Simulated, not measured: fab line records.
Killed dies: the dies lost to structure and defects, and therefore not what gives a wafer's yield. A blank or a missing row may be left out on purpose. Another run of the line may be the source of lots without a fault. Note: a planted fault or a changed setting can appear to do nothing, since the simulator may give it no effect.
fab line records	flow n5_finfet
[record] lots = 6	wafers = 18	last_day = 17
route steps=1938 shown SDB@349 BEOL_M4@1111 PASSIVATION@1936
lots that met no fault: taken from a fault-free run of the same line
start_h: start of the lot's first displayed wafer, in hours after the record's first day	wait_h: how many hours have passed since the lot's step before this one	" same as the row above	L1.1+2: a row that stands for several wafers	- no value present, or no start provided	* or withheld: withheld	< > ~ a bound
route shown NAME@n: a module of which the file shows steps, and the number in the route of the first	usual: mean and standard deviation over wafers with no fault	same: alike in all rows	chamber/n: place in a boat	sites: per-site readings	_std_site: the standard deviation of these	_edge_site: the outer-site mean with the inner-site mean subtracted	radius_mm: for every site, how far away it sits from the centre of the wafer	mask NAME#n: copy n	behind: the most recent tool/chamber to have shaped the wafer	hold: what put the lot on hold/how long, in hours/how the hold closed	device: names the non-switching transistor (n, p or np)	end of line: tests run on the same wafers once the route is complete	a step without rows: its recipe alone	killed: count of dies lost to structure and defects at first sort (not the wafer's yield)	map: a wafer's dies, x killed, . not, _ none there
set.NAME: the run value of the setting; set.NAME@STEP: its run value at that earlier step	model.NAME: the simulator's own value behind a step, which no gauge read
lots at selected steps of the route; one table per step, one row per wafer
services: a tool's chamber out of use, with start hour (start_h, from the record's first day; less than 0 if before it), hours out, and reason
[[steps]]
[step N5_SDB_COAT_04]
[recipe] resist = SiARC	temp_c = 220	time_s = 60	spin_rpm = 1500	resist_thk_nm = 18
[step N5_SDB_COAT_05]
[recipe] resist = CAR-ArF	spin_rpm = 1500	resist_thk_nm = 90
[step N5_SDB_EBR_07]
[recipe] solvent = PGMEA	ebr_width_mm = 1.5
[step N5_SDB_SOFTBAKE_06]
[recipe] temp_c = 110	time_s = 60	resist = CAR-ArF
[step N5_SDB_EXPOSE_08]
[recipe] mask_id = SDB	na = 1.35	source_shape = conventional	sigma_outer = 0.5	polarization = unpolarized	dose_mj = 49.6
[step N5_SDB_PEB_09]
[recipe] peb_temp_c = withheld	peb_time_s = 60	resist = CAR-ArF
[step N5_SDB_DEVELOP_10]
[recipe] develop_time_s = 30	developer = TMAH	resist = CAR-ArF	rinse_liquid = diw	dry = air_spin	dev_temp_c = 23
[step N5_SDB_CD_MEAS_11]
[recipe] target_cd_nm = 50	landing_energy_ev = 500	detector = se_inlens	polarity = opening
[usual] cd_nm = 49.0/1.2
lot.wafer	tool	chamber	start_h	wait_h	cd_nm
L803.1	cd_sem-02	0	64.43	-	48.6
L803.2	"	0	"	"	49.3
L803.5	"	0	"	"	49.0
L816.2	cd_sem-03	0	146.35	-	47.2
L816.4	"	0	"	"	49.6
L816.6	"	0	"	"	48.3
L817.2	cd_sem-01	0	154.51	-	49.4
L817.3	"	0	"	"	50.1
L817.6	"	0	"	"	49.3
L818.2	cd_sem-03	0	159.23	-	48.3
L818.3	"	0	"	"	49.4
L818.4	"	0	"	"	49.6
L822.2	cd_sem-02	0	181.78	-	50.6
L822.5	"	0	"	"	49.1
L822.6	"	0	"	"	50.6
L823.1	cd_sem-03	0	187.75	-	49.0
L823.2	"	0	"	"	49.6
L823.5	"	0	"	"	49.7
[step N5_SDB_OVL_MEAS_12]
[recipe] points_per_wafer = 44
[usual] SDB_OVL = 0.3/0.73
lot.wafer	tool	chamber	start_h	wait_h	SDB_OVL[nm]
L803.1	overlay-02	0	64.46	0.0	0.2
L803.2	"	0	"	"	0.0
L803.5	"	0	"	"	0.6
L816.2	overlay-01	0	146.38	0.0	-0.1
L816.4	"	0	"	"	-0.1
L816.6	"	0	"	"	0.2
L817.2	overlay-02	0	154.54	0.0	1.3
L817.3	"	0	"	"	2.0
L817.6	"	0	"	"	0.7
L818.2	overlay-01	0	159.26	0.0	-0.4
L818.3	"	0	"	"	-0.1
L818.4	"	0	"	"	0.8
L822.2	overlay-02	0	181.81	0.0	0.3
L822.5	"	0	"	"	0.7
L822.6	"	0	"	"	-0.2
L823.1	overlay-02	0	187.78	0.0	-1.2
L823.2	"	0	"	"	-0.8
L823.5	"	0	"	"	-1.8
[step N5_SDB_INSPECT_13]
[recipe] mode = adi	inspect_instrument = brightfield
[usual] raw_defect_count = 71/31
lot.wafer	tool	chamber	start_h	wait_h	raw_defect_count
L803.1	defect_inspect-02	-	64.49	0.0	88
L803.2	"	-	"	"	122
L803.5	"	-	"	"	119
L816.2	defect_inspect-02	-	146.40	0.0	49
L816.4	"	-	"	"	67
L816.6	"	-	"	"	64
L817.2	defect_inspect-01	-	154.57	0.0	72
L817.3	"	-	"	"	46
L817.6	"	-	"	"	54
L818.2	defect_inspect-01	-	159.28	0.0	75
L818.3	"	-	"	"	57
L818.4	"	-	"	"	50
L822.2	defect_inspect-01	-	181.83	0.0	90
L822.5	"	-	"	"	64
L822.6	"	-	"	"	99
L823.1	defect_inspect-02	-	187.81	0.0	48
L823.2	"	-	"	"	110
L823.5	"	-	"	"	73
[step N5_SDB_DESCUM_16]
[recipe] chemistry = O2	time_s = 7.9	source_power_w = 50	bias_power_w = 20	pressure_mtorr = 20	rf_frequency_hz = 2.712e+07	temp_c = 40	resist = CAR-ArF	o2_flow_sccm = 225
[usual] chamber_pressure_mTorr = 19.998/0.017	drypump_motor_current_A = 5.8/0.48	oes_product_au = 0.76/0.067	rf_vpp_V = 243.0/1.2	showerhead_plenum_p_Torr = 2.09/0.068	throttle_valve_pct = 20.58/0.25
[same] time_s = 7.9
lot.wafer	tool	chamber	start_h	wait_h	chamber_pressure_mTorr	drypump_motor_current_A	oes_product_au	rf_hours_counter_h	rf_vpp_V	showerhead_plenum_p_Torr	throttle_valve_pct
L803.1	rie_diel-01	0	64.53	0.0	19.995	6.2	0.70	196	242.5	2.00	20.83
L803.2	"	2	"	"	19.991	5.7	0.81	132	243.2	2.22	21.01
L803.5	"	3	"	"	19.991	5.7	0.79	-	243.4	2.09	20.37
L816.2	rie_diel-05	3	146.43	0.0	19.974	5.6	0.69	216	242.3	2.15	20.32
L816.4	"	2	"	"	20.010	5.9	0.71	193	243.0	2.08	20.39
L816.6	"	1	"	"	20.000	4.7	0.69	-	245.9	2.18	20.97
L817.2	rie_diel-05	1	154.60	0.0	19.987	4.7	0.69	197	244.2	2.18	20.98
L817.3	"	3	"	"	19.989	5.6	0.69	219	243.9	2.15	20.33
L817.6	"	0	"	"	19.974	6.4	0.75	-	242.0	2.02	20.47
L818.2	rie_diel-05	3	159.32	0.0	20.035	5.6	0.69	221	244.4	2.15	20.33
L818.3	"	1	"	"	19.994	4.8	0.68	199	241.5	2.17	20.96
L818.4	"	0	"	"	19.969	6.4	0.76	157	242.7	2.02	20.49
L822.2	rie_diel-02	1	181.87	0.0	20.025	5.8	0.74	139	242.7	2.00	20.34
L822.5	"	2	"	"	20.005	5.7	0.80	-	243.7	2.12	20.48
L822.6	"	1	"	"	20.007	5.9	0.75	-	241.2	2.00	20.33
L823.1	rie_diel-02	2	187.97	0.2	20.013	5.7	0.81	100	242.9	2.12	20.50
L823.2	"	3	"	"	19.974	5.9	0.89	32	242.3	2.06	20.50
L823.5	"	0	"	"	20.017	5.3	0.73	-	242.8	2.08	20.84
[step N5_SDB_ETCH_17]
[recipe] chemistry = CF4	target = SiARC	target_depth_a = 234	mask_material = CAR-ArF	time_s = 39	ion_energy_ev = 80	pressure_mtorr = 40	source_w = 545	bias_w = 36	Ar_flow_sccm = 100	cf4_flow_sccm = 100	ends = cleared
[usual] chamber_pressure_mTorr = 39.99/0.042	drypump_motor_current_A = 5.8/0.48	etch_rf_on_time_s = 39.5/1.2	oes_product_au = 0.64/0.056	rf_vpp_V = 184.0/1.1	showerhead_plenum_p_Torr = 2.13/0.06	throttle_valve_pct = 15.74/0.2
lot.wafer	tool	chamber	start_h	wait_h	chamber_pressure_mTorr	drypump_motor_current_A	etch_rf_on_time_s	oes_product_au	rf_hours_counter_h	rf_vpp_V	showerhead_plenum_p_Torr	throttle_valve_pct
L803.1	rie_diel-01	0	64.57	0.0	40.06	6.3	38.9	0.60	196	183.9	2.05	15.99
L803.2	"	2	"	"	39.98	5.7	39.2	0.68	132	185.3	2.23	15.86
L803.5	"	3	"	"	40.03	5.7	38.8	0.67	-	182.9	2.13	15.52
L816.2	rie_diel-05	3	146.47	0.0	40.03	5.6	40.8	0.59	216	184.2	2.21	15.66
L816.4	"	2	"	"	40.01	5.9	38.4	0.62	193	183.8	2.12	15.66
L816.6	"	1	"	"	39.98	4.8	41.0	0.58	-	185.6	2.21	15.97
L817.2	rie_diel-05	1	154.64	0.0	39.98	4.8	40.2	0.59	197	185.7	2.21	15.98
L817.3	"	3	"	"	40.07	5.6	40.5	0.58	219	185.1	2.21	15.66
L817.6	"	0	"	"	40.00	6.4	41.0	0.63	-	182.3	2.09	15.80
L818.2	rie_diel-05	3	159.35	0.0	40.08	5.6	41.3	0.57	221	186.1	2.21	15.67
L818.3	"	1	"	"	40.00	4.7	40.9	0.58	199	184.9	2.21	15.97
L818.4	"	0	"	"	39.96	6.4	41.7	0.63	157	182.2	2.09	15.80
L822.2	rie_diel-02	1	181.90	0.0	40.02	5.9	40.5	0.62	139	182.6	2.04	15.49
L822.5	"	2	"	"	40.03	5.8	40.5	0.67	-	185.2	2.17	15.72
L822.6	"	1	"	"	39.99	5.9	40.6	0.63	-	185.0	2.04	15.50
L823.1	rie_diel-02	2	188.00	0.0	40.04	5.7	40.7	0.67	100	183.2	2.17	15.73
L823.2	"	3	"	"	40.06	5.9	38.5	0.77	32	183.4	2.10	15.59
L823.5	"	0	"	"	40.03	5.3	38.1	0.63	-	184.8	2.13	15.98
[step N5_SDB_ETCH_18]
[recipe] chemistry = N2/H2	target = SOC	target_depth_a = 1000	overetch_a = 200	mask_material = SiARC	temp_c = 40	time_s = 150	ion_energy_ev = 200	pressure_mtorr = 30	source_w = 840	bias_w = 150	n2_flow_sccm = 200	h2_flow_sccm = 200
[usual] chamber_pressure_mTorr = 30.006/0.026	drypump_motor_current_A = 5.8/0.48	oes_product_au = 0.68/0.056	rf_vpp_V = 523.6/2.3	showerhead_plenum_p_Torr = 2.54/0.073	throttle_valve_pct = 18.01/0.23
lot.wafer	tool	chamber	start_h	wait_h	chamber_pressure_mTorr	drypump_motor_current_A	oes_product_au	rf_hours_counter_h	rf_vpp_V	showerhead_plenum_p_Torr	throttle_valve_pct	model.SiARC_of_SDB_COAT_04.thk_nm
L803.1	rie_diel-01	0	64.60	0.0	29.977	6.3	0.64	196	519.3	2.43	18.18	13
L803.2	"	2	"	"	29.991	5.7	0.71	132	527.2	2.66	18.19	12.6
L803.5	"	3	"	"	30.052	5.7	0.71	-	523.0	2.55	17.83	12.6
L816.2	rie_diel-05	3	146.51	0.0	30.060	5.7	0.63	216	526.6	2.62	17.75	13
L816.4	"	2	"	"	30.000	5.9	0.64	193	524.4	2.50	17.56	12.4
L816.6	"	1	"	"	29.973	4.8	0.63	-	528.1	2.62	18.29	12.8
L817.2	rie_diel-05	1	154.67	0.0	30.046	4.7	0.63	197	527.3	2.62	18.31	12.8
L817.3	"	3	"	"	30.014	5.6	0.68	219	526.2	2.62	17.77	13.4
L817.6	"	0	"	"	30.028	6.4	0.72	-	520.0	2.45	17.93	13.6
L818.2	rie_diel-05	3	159.39	0.0	30.041	5.6	0.62	221	526.1	2.62	17.76	13
L818.3	"	1	"	"	30.002	4.8	0.67	199	526.2	2.62	18.30	13.4
L818.4	"	0	"	"	30.037	6.4	0.73	157	520.3	2.45	17.94	13.6
L822.2	rie_diel-02	1	181.94	0.0	29.976	5.8	0.67	139	520.9	2.47	18.08	12.8
L822.5	"	2	"	"	29.998	5.8	0.71	-	525.3	2.58	17.92	12.8
L822.6	"	1	"	"	29.967	5.8	0.66	-	521.6	2.47	18.08	13
L823.1	rie_diel-02	2	188.04	0.0	29.995	5.8	0.72	100	525.2	2.58	17.90	12.8
L823.2	"	3	"	"	30.030	5.9	0.80	32	522.1	2.50	17.96	12.8
L823.5	"	0	"	"	30.018	5.3	0.64	-	523.3	2.54	18.37	13
[step N5_SDB_STRIP_19]
[recipe] chemistry = N2/H2	temp_c = 40	n2_flow_sccm = 200	h2_flow_sccm = 200	rf_frequency_hz = 6e+07
[step N5_BEOL_M4_RC_MEAS_101]
[usual] DIBL_N = 36.0/2.5	DIBL_P = 36.2/3	IOFF_N = 0.16/0.044	IOFF_P = 0.21/0.049	ION_N = 671/15	ION_P = 461/8.7	SS_N = 71.5/0.72	SS_P = 73.4/0.9	VT_N = 251/4.4	VT_P = -250/4
lot.wafer	tool	chamber	start_h	wait_h	DIBL_N[mV/V]	DIBL_P[mV/V]	IOFF_N[nA/um]	IOFF_P[nA/um]	ION_N[uA/um]	ION_P[uA/um]	SS_N[mV/dec]	SS_P[mV/dec]	VT_N[mV]	VT_P[mV]
L803.1	prober-01	0	180.05	0.0	36.4	36.1	0.16	0.24	668	463	71.9	73.5	251	-245
L803.2	"	0	"	"	34.6	33.4	0.13	0.19	667	458	71.3	72.1	254	-247
L803.5	"	0	"	"	36.0	35.2	0.15	0.22	665	460	71.6	72.7	250	-245
L816.2	prober-01	0	258.56	0.2	31.9	32.2	0.09	0.15	640	450	70.3	72.3	257	-252
L816.4	"	0	"	"	33.8	33.6	0.12	0.17	651	452	71.5	72.2	254	-249
L816.6	"	0	"	"	33.8	34.5	0.12	0.19	663	460	71.3	73.1	255	-251
L818.2	prober-02	0	275.85	0.2	41.2	43.1	0.31	0.37	692	473	72.8	74.9	240	-241
L818.3	"	0	"	"	36.6	37.7	0.19	0.24	683	465	71.4	73.0	245	-248
L818.4	"	0	"	"	36.9	38.5	0.20	0.26	682	473	72.0	74.0	245	-245
L817.2	prober-01	0	276.84	0.2	37.9	39.9	0.19	0.25	694	472	71.8	74.0	245	-248
L817.3	"	0	"	"	37.0	38.0	0.18	0.21	679	460	71.5	74.1	246	-252
L817.6	"	0	"	"	34.7	34.5	0.12	0.16	667	456	71.2	72.4	253	-253
L822.2	prober-01	0	286.90	0.6	33.0	32.5	0.11	0.17	652	453	70.0	71.8	252	-254
L822.5	"	0	"	"	33.3	33.4	0.11	0.17	665	464	71.3	71.8	255	-254
L822.6	"	0	"	"	36.1	34.9	0.15	0.19	668	453	72.4	72.9	252	-252
L823.1	prober-02	0	306.64	0.0	35.1	34.4	0.13	0.18	656	455	72.0	72.7	254	-252
L823.2	"	0	"	"	28.9	27.9	0.06	0.12	631	444	70.0	70.5	261	-256
L823.5	"	0	"	"	31.9	31.1	0.09	0.14	642	453	70.7	72.2	257	-252
[step N5_PASSIVATION_PROBE_49]
[usual] defect_limited_yield = 91.7/1.4	killed_at_M0_to_M3 = 31/11	killed_at_M4_up = 13/4.6	killed_at_contacts = 13/6.7	killed_at_front_end = 39/9.6	killed_at_other = 3.5/2.8	killed_dies = 98/16	killed_open = 64/11	killed_short = 33/8.5	sort_bin_4_leakage = 0.00/0.032	sort_bin_5_function = 4.9/0.96	sort_bin_6_memory = 3.1/0.59	sort_bin_8_speed = 0.2/1.3	sort_n_pass = 1080/23	sort_yield_pct = 91.5/1.9
[same] gross_dies = 1180	killed_at_back_side = 0
lot.wafer	tool	chamber	start_h	wait_h	defect_limited_yield[%]	killed_at_M0_to_M3	killed_at_M4_up	killed_at_contacts	killed_at_front_end	killed_at_other	killed_dies	killed_open	killed_short	sort_bin_4_leakage[%]	sort_bin_5_function[%]	sort_bin_6_memory[%]	sort_bin_8_speed[%]	sort_n_pass	sort_yield_pct[%]
L803.1	prober-02	-	277.72	0.0	91.6	29	9	35	17	9	99	63	35	0	4.2	3.8	0	1081	91.6
L803.2	prober-02	-	277.77	0.1	94.7	9	6	20	22	5	62	39	21	0	2.5	2.5	0	1118	94.7
L803.5	prober-02	-	277.92	0.2	90.6	33	10	28	40	0	111	83	27	0	5.3	3.6	0	1069	90.6
L816.2	prober-01	-	351.84	0.1	90.0	39	13	15	48	3	118	73	45	0	6.0	3.9	0	1062	90.0
L816.4	prober-01	-	351.94	0.2	90.3	40	9	15	46	5	115	83	31	0	6.6	2.7	0	1065	90.3
L816.6	prober-01	-	352.04	0.3	90.2	35	7	17	52	5	116	74	42	0	6.1	3.4	0	1064	90.2
L818.2	prober-02	-	375.32	0.1	88.8	51	17	15	49	0	132	86	44	0.34	6.9	3.6	0	1044	88.5
L818.3	prober-02	-	375.37	0.1	91.5	51	12	5	32	0	100	73	25	0	4.8	3.5	0	1080	91.5
L818.4	prober-02	-	375.42	0.2	89.6	36	14	10	63	0	123	61	25	0	7.7	2.7	0	1057	89.6
L817.2	prober-01	-	377.99	0.1	89.9	49	14	26	27	3	119	79	40	0	5.7	3.8	0	1061	89.9
L817.3	prober-01	-	378.04	0.1	92.5	33	13	12	26	5	89	60	29	0	5.2	2.2	0	1091	92.5
L817.6	prober-01	-	378.19	0.3	90.5	19	10	16	62	5	112	47	34	0	6.4	2.8	0	1068	90.5
L822.2	prober-02	-	393.09	0.1	91.3	41	8	14	34	6	103	64	38	0	5.3	3.1	0	1077	91.3
L822.5	prober-02	-	393.24	0.2	92.0	26	12	16	36	4	94	58	35	0	5.1	2.6	0	1086	92.0
L822.6	prober-02	-	393.29	0.3	92.0	20	13	21	35	5	94	60	32	0	4.2	3.2	0	1086	92.0
L823.1	prober-01	-	414.37	0.2	90.1	28	10	24	50	5	117	86	31	0	6.4	3.1	0	1063	90.1
L823.2	prober-01	-	414.42	0.2	91.0	29	19	7	48	3	106	78	28	0	5.5	3.3	15.0	897	76.0
L823.5	prober-01	-	414.57	0.4	92.7	21	16	11	34	4	86	66	19	0	4.7	2.4	0	1094	92.7
// killed by level:class
L803.1 MOL_CONTACT_COAG:geometric_particle:open=23 MOL_CONTACT_COAG:geometric_particle:short=12 BEOL_M1:geometric_particle:open=12 STI_FIN_REVEAL:geometric_particle:open=4 BEOL_M1:geometric_particle:short=4 BEOL_M3:geometric_particle:open=4 BEOL_M4:geometric_particle:open=4 PAD_METAL:geometric_particle:short=4
L803.2 MOL_CONTACT_COAG:geometric_particle:open=17 FIN_SAQP:geometric_particle:short=8 FIN_SAQP:geometric_particle:open=4 DUMMY_GATE:geometric_particle:open=4 BEOL_M0_SAQP:geometric_particle:open=3 MOL_CONTACT_COAG:geometric_particle:short=3 PASS1_CAP:geometric_particle:short=3 BEOL_M1:geometric_particle:open=2
L803.5 MOL_CONTACT_COAG:geometric_particle:open=26 STI_FIN_REVEAL:geometric_particle:open=10 BEOL_M0_SAQP:geometric_particle:open=9 BEOL_M2:geometric_particle:open=6 FIN_SAQP:geometric_particle:open=5 BEOL_M0_SAQP:geometric_particle:short=5 BEOL_M1:geometric_particle:open=5 STI_FIN_REVEAL:geometric_particle:short=3
L816.2 BEOL_M0_SAQP:geometric_particle:short=11 MOL_CONTACT_COAG:geometric_particle:open=11 BEOL_M3:geometric_particle:open=8 DUMMY_GATE:geometric_particle:open=7 BEOL_M1:geometric_particle:open=7 FIN_SAQP:geometric_particle:open=6 BEOL_M0_SAQP:geometric_particle:open=6 FIN_SAQP:geometric_particle:short=5
L816.4 BEOL_M3:geometric_particle:open=13 MOL_CONTACT_COAG:geometric_particle:open=12 STI_FIN_REVEAL:geometric_particle:open=10 BEOL_M0_SAQP:geometric_particle:open=9 BEOL_M2:geometric_particle:open=9 FIN_SAQP:geometric_particle:short=6 BEOL_M0_SAQP:geometric_particle:short=6 FIN_SAQP:geometric_particle:open=5
L816.6 BEOL_M3:geometric_particle:open=13 STI_FIN_REVEAL:geometric_particle:open=12 MOL_CONTACT_COAG:geometric_particle:open=12 DUMMY_GATE:geometric_particle:open=9 BEOL_M0_SAQP:geometric_particle:short=8 GATE_CUT:geometric_particle:short=8 BEOL_M0_SAQP:geometric_particle:open=6 MOL_CONTACT_COAG:geometric_particle:short=5
L818.2 FIN_SAQP:geometric_particle:open=18 FIN_SAQP:geometric_particle:short=13 BEOL_M1:geometric_particle:open=13 MOL_CONTACT_COAG:geometric_particle:open=9 BEOL_M0_SAQP:geometric_particle:short=8 BEOL_M0_SAQP:geometric_particle:open=7 MOL_CONTACT_COAG:geometric_particle:short=6 BEOL_M5:geometric_particle:open=6
L818.3 BEOL_M1:geometric_particle:open=16 BEOL_M0_SAQP:geometric_particle:open=14 FIN_SAQP:geometric_particle:short=7 STI_FIN_REVEAL:geometric_particle:open=7 BEOL_M0_SAQP:geometric_particle:short=7 BEOL_M4:geometric_particle:open=6 FIN_SAQP:geometric_particle:open=5 MOL_CONTACT_COAG:geometric_particle:open=5
L818.4 SDB:area_etch=30 BEOL_M0_SAQP:geometric_particle:open=10 FIN_SAQP:geometric_particle:open=9 MOL_CONTACT_COAG:geometric_particle:open=9 BEOL_M0_SAQP:geometric_particle:short=9 BEOL_M2:geometric_particle:open=7 STI_FIN_REVEAL:geometric_particle:open=6 BEOL_M1:geometric_particle:open=4
L817.2 MOL_CONTACT_COAG:geometric_particle:open=23 BEOL_M2:geometric_particle:open=16 BEOL_M0_SAQP:geometric_particle:short=13 BEOL_M0_SAQP:geometric_particle:open=10 FIN_SAQP:geometric_particle:short=7 FIN_SAQP:geometric_particle:open=6 DUMMY_GATE:geometric_particle:open=6 BEOL_M2:geometric_particle:short=5
L817.3 BEOL_M2:geometric_particle:open=12 MOL_CONTACT_COAG:geometric_particle:open=10 BEOL_M4:geometric_particle:open=8 FIN_SAQP:geometric_particle:short=5 BEOL_M0_SAQP:geometric_particle:open=5 BEOL_M1:geometric_particle:open=5 STI_FIN_REVEAL:geometric_particle:open=4 FIN_SAQP:geometric_particle:open=3
L817.6 SDB:area_etch=31 MOL_CONTACT_COAG:geometric_particle:open=11 DUMMY_GATE:geometric_particle:open=6 MOL_CONTACT_COAG:geometric_particle:short=5 BEOL_M3:geometric_particle:short=5 FIN_SAQP:geometric_particle:open=4 FIN_SAQP:geometric_particle:short=4 GATE_CUT:geometric_particle:short=4
L822.2 BEOL_M0_SAQP:geometric_particle:short=14 MOL_CONTACT_COAG:geometric_particle:open=10 BEOL_M0_SAQP:geometric_particle:open=7 DUMMY_GATE:geometric_particle:open=6 BEOL_M1:geometric_particle:open=6 BEOL_M3:geometric_particle:open=5 STI_FIN_REVEAL:geometric_particle:open=4 GATE_CUT:geometric_particle:short=4
L822.5 MOL_CONTACT_COAG:geometric_particle:open=14 STI_FIN_REVEAL:geometric_particle:open=8 FIN_SAQP:geometric_particle:short=7 BEOL_M0_SAQP:geometric_particle:short=7 BEOL_M0:geometric_particle:open=6 BEOL_M0_SAQP:geometric_particle:open=5 ILD0:geometric_particle:short=3 ILD0:geometric_particle:open=3
L822.6 MOL_CONTACT_COAG:geometric_particle:open=13 STI_FIN_REVEAL:geometric_particle:open=10 MOL_CONTACT_COAG:geometric_particle:short=8 GATE_CUT:geometric_particle:short=7 BEOL_M0_SAQP:geometric_particle:open=5 FIN_SAQP:geometric_particle:open=4 BEOL_M3:geometric_particle:open=4 BEOL_M4:geometric_particle:open=4
L823.1 STI_FIN_REVEAL:geometric_particle:open=18 MOL_CONTACT_COAG:geometric_particle:open=16 FIN_SAQP:geometric_particle:open=10 MOL_CONTACT_COAG:geometric_particle:short=8 BEOL_M3:geometric_particle:open=7 BEOL_M4:geometric_particle:open=7 BEOL_M2:geometric_particle:open=6 FIN_SAQP:geometric_particle:short=5
L823.2 STI_FIN_REVEAL:geometric_particle:open=20 BEOL_M4:geometric_particle:open=12 FIN_SAQP:geometric_particle:open=10 BEOL_M0:geometric_particle:short=7 MOL_CONTACT_COAG:geometric_particle:open=7 FIN_SAQP:geometric_particle:short=5 BEOL_M0_SAQP:geometric_particle:open=5 BEOL_M2:geometric_particle:open=5
L823.5 STI_FIN_REVEAL:geometric_particle:open=9 MOL_CONTACT_COAG:geometric_particle:open=9 BEOL_M4:geometric_particle:open=9 BEOL_M2:geometric_particle:open=8 FIN_SAQP:geometric_particle:open=5 BEOL_M3:geometric_particle:open=5 STI_FIN_REVEAL:geometric_particle:short=5 GATE_CUT:geometric_particle:open=4
[[services]]
tool	chamber	start_h	hours	kind
rie_diel-02	-	65.60	2.8	pm
rie_diel-01	3	70.89	5.6	repair
rie_diel-02	3	72.95	-	clean
rie_diel-02	3	72.95	-	consumable_replace:focus_ring
rie_diel-02	3	72.95	20.8	scheduled_down
rie_diel-02	3	72.95	20.8	vent_cycle
rie_diel-05	3	132.65	7.5	repair
rie_diel-01	1	135.00	12.9	repair
rie_diel-01	1	177.02	-	clean
rie_diel-01	1	177.02	-	consumable_replace:esc
rie_diel-01	1	177.02	-	consumable_replace:focus_ring
rie_diel-01	1	177.02	20.8	scheduled_down
rie_diel-01	1	177.02	20.8	vent_cycle
[[key]]
first_sign none at tools or gauges
[model_effect] step = N5_SDB_ETCH_18	value = SiARC_of_SDB_COAT_04.thk_nm	without = 13.1	struck = 13.5
met_at N5_SDB_ETCH_18
struck_wafers L817.3,L817.6,L818.3,L818.4
onset_between 146.51 154.67
[fault] kind = process_parameter_drift	tool = rie_diel-05	chamber = -	onset_h = 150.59	steps = N5_SDB_ETCH_18	channel = time_s	offset = *	shape = step	end_h = 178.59	scope = struck_wafers_only	acts_in = *	stated = *
